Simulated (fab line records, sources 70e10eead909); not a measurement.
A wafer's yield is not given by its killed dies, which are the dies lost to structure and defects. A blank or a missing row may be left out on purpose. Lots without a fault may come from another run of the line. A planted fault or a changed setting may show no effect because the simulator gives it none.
Chamber matching -- flow nand_harc -- NHARC_A_M0_DEP_32 on pecvd-01 has 3 sister chambers
The step deposits SiCN, target thk 30 nm. 22 wafers are shown with their chamber, then 11 later ones without.

## WAFERS WITH THEIR CHAMBER
wafer,chamber,heater_power_w (W)
L076.1,0,524
L076.2,2,577
L076.3,1,703
L078.2,0,547
L078.3,1,761
L078.6,0,533
L081.2,0,506
L081.3,1,786
L081.4,2,530
L083.3,0,539
L083.4,2,553
L083.6,1,781
L084.4,2,513
L084.5,0,536
L084.6,1,680
L086.3,2,527
L086.4,2,541
L086.5,0,520
L089.2,2,507
L089.5,1,671
L089.6,0,509
L090.1,0,583

SIGNATURES (averages over the wafers above)
reading,chamber 0,chamber 1,chamber 2,scatter within a chamber
heater_power_w,533.00,730.33,535.43,33.4
Rule: for each reading, subtract the chamber's mean from the wafer's reading, divide by that reading's scatter and square the result; add these up over the readings and take the root, which gives the wafer's distance from the chamber. If the next closest chamber is less than 2 further off than the closest, the wafer can't be placed; otherwise it belongs to the closest. How the scatter is found: for the shown wafers, subtract from each reading the mean of its chamber, square and add these, divide the total by (wafers less chambers), then take the root.

## WAFERS WITH NO CHAMBER GIVEN
wafer,heater_power_w (W)
L090.2,618
L090.4,599
L092.1,557
L092.4,522
L092.5,560
L095.1,547
L095.2,598
L095.4,621
L094.3,591
L094.4,574
L094.6,500

## CHAMBER TAKEN BY EACH
wafer,from the rows above,in truth
L090.2,can't be placed: 2 or 0 or 1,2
L090.4,can't be placed: 2 or 0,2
L092.1,can't be placed: 2 or 0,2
L092.4,can't be placed: 0 or 2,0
L092.5,can't be placed: 2 or 0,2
L095.1,can't be placed: 2 or 0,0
L095.2,can't be placed: 2 or 0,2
L095.4,can't be placed: 2 or 0 or 1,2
L094.3,can't be placed: 2 or 0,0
L094.4,can't be placed: 2 or 0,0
L094.6,can't be placed: 0 or 2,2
Placed correctly: 0 of 11. Not placeable from these rows: 11 (in 11, the candidates include the true chamber). Placed wrongly: 0.
